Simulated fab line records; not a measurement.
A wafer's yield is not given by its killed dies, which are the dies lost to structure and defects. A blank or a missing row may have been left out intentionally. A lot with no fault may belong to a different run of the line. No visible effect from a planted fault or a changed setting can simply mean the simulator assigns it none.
Chamber matching / flow n5Finfet / uvCure-03 running N5_BEOL_M7_CURE_74: 3 sister chambers
The step cures SiCOH lowk, time 240 s. 6 wafers are shown with their chamber, then 10 later ones without.

EACH WAFER AND ITS CHAMBER
wafer=L080.3; chamber=2; wafer_temp_C_max=387.1; lampPowerPct (%)=52.24
wafer=L080.6; chamber=2; wafer_temp_C_max=387.1; lampPowerPct (%)=52.27
wafer=L086.5; chamber=1; wafer_temp_C_max=386.6; lampPowerPct (%)=52.32
wafer=L086.6; chamber=1; wafer_temp_C_max=387.1; lampPowerPct (%)=52.39
wafer=L091.1; chamber=0; wafer_temp_C_max=387.7; lampPowerPct (%)=52.38
wafer=L091.4; chamber=0; wafer_temp_C_max=387.7; lampPowerPct (%)=52.32

WAFERS WITH NO CHAMBER GIVEN
wafer=L091.5; wafer_temp_C_max=388.4; lampPowerPct (%)=52.23
wafer=L091.2; wafer_temp_C_max=387.4; lampPowerPct (%)=52.23
wafer=L091.3; wafer_temp_C_max=387.5; lampPowerPct (%)=52.26
wafer=L091.6; wafer_temp_C_max=387.6; lampPowerPct (%)=52.34
wafer=L090.1; wafer_temp_C_max=386.2; lampPowerPct (%)=52.28
wafer=L090.4; wafer_temp_C_max=386.6; lampPowerPct (%)=52.32
wafer=L090.6; wafer_temp_C_max=386.3; lampPowerPct (%)=52.27
wafer=L097.3; wafer_temp_C_max=388.2; lampPowerPct (%)=52.39
wafer=L097.4; wafer_temp_C_max=387.3; lampPowerPct (%)=52.35
wafer=L097.5; wafer_temp_C_max=388.2; lampPowerPct (%)=52.32

EACH ONE'S CHAMBER
wafer=L091.5; from the rows above=can't be placed: 0 or 2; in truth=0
wafer=L091.2; from the rows above=can't be placed: 2 or 0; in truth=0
wafer=L091.3; from the rows above=can't be placed: 2 or 0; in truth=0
wafer=L091.6; from the rows above=0; in truth=0
wafer=L090.1; from the rows above=can't be placed: 1 or 2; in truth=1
wafer=L090.4; from the rows above=can't be placed: 1 or 2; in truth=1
wafer=L090.6; from the rows above=can't be placed: 1 or 2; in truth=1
wafer=L097.3; from the rows above=0; in truth=0
wafer=L097.4; from the rows above=can't be placed: 0 or 1 or 2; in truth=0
wafer=L097.5; from the rows above=0; in truth=0
Correctly placed: 3 of 10. Cannot be placed on the basis of these rows: 7; the candidates contain the true chamber in 7. Number placed wrongly: 0.
How it was worked out, from the rows above alone: a wafer's distance from a chamber is the root of the sum, over the readings, of the square of ((its reading less the chamber's mean) divided by the reading's scatter). If the next closest chamber is less than 2 further off than the closest, the wafer can't be placed; otherwise it belongs to the closest. The mean given for a chamber averages the wafers shown for that chamber. The scatter: take each reading less its chamber's mean, square it, sum over the shown wafers, divide by the number of wafers less the number of chambers, and take the root.
